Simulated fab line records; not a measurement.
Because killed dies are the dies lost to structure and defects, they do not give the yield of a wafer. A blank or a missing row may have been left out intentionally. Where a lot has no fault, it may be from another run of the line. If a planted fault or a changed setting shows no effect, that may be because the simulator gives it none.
Struck lot and sound lot, side by side | flow n5_finfet | 10 out of 1938 route steps
Sound: the wafers L514.1, L514.3, L514.5. The struck wafers were L523.1, L523.3, L523.5. The cause is named last.
Per side, at each step with rows, come the tool, then ch with its chambers, and then its first start. Under that, the readings that differ: sound wafers | struck wafers | difference of the means | sigmas: that difference in standard deviations of wafers without a fault.
alike: words and numbers the same on both sides, and readings whose means are apart by under 2 such deviations; not compared: readings that were withheld, readings missing a value for some wafer, numbers with overlapping values and no deviation given by the record, and bounds like >300 which may hide the same value.
A row with sigmas, a row that says differs or no value, or rows on one side alone: a step with any of these is where the two part. Non-overlapping numbers with no deviation appear without sigmas and do not part them. A reading missing from all wafers of one side parts the sides only when that side holds two or more wafers.

N5_START_INSPECT_01: inspects for defects (unpatterned scan).
  sound on defect_inspect-02, day 3 18:02; struck on defect_inspect-02, day 6 00:02
  alike: raw_defect_count
then, 2 steps without rows for these wafers: N5_ZERO_LAYER_PRECLEAN_00 (cleans in SPM, time 600 s); N5_ZERO_LAYER_SRD_01 (time 30 s, dry time 30 s).
N5_ZERO_LAYER_PECVD_02: deposits SiO2 from SiH4/N2O, target thk 10 nm, time 6 s.
  sound on pecvd-01 ch 0,2, day 3 18:17; struck on pecvd-01 ch 0,1,2, day 6 00:18
  alike: heater_power_w, showerhead_plenum_p_Torr
then, 4 steps without rows for these wafers: N5_ZERO_LAYER_HMDS_04 (time 60 s); N5_ZERO_LAYER_COAT_05 (resist thk 1000 nm); N5_ZERO_LAYER_EBR_07; N5_ZERO_LAYER_SOFTBAKE_06 (time 90 s).
N5_ZERO_LAYER_EXPOSE_08: exposes mask ZERO, defocus 0 nm, target cd 2000 nm.
  sound on krf_scanner-01 ch 0, day 3 18:28; struck on krf_scanner-02 ch 0, day 6 00:29
  reading                            | sound                | struck            | difference | sigmas
  model.ZERO_LAYER.overlay_x_nm (nm) | -2.331 -2.331 -2.331 | 410.4 410.4 410.4 | +412.7     |
  alike: mask
after that, 1 step had no rows for these wafers: N5_ZERO_LAYER_PEB_09.

WHERE THEY PART
Nowhere in this record.

WHY: the cause the simulator had injected
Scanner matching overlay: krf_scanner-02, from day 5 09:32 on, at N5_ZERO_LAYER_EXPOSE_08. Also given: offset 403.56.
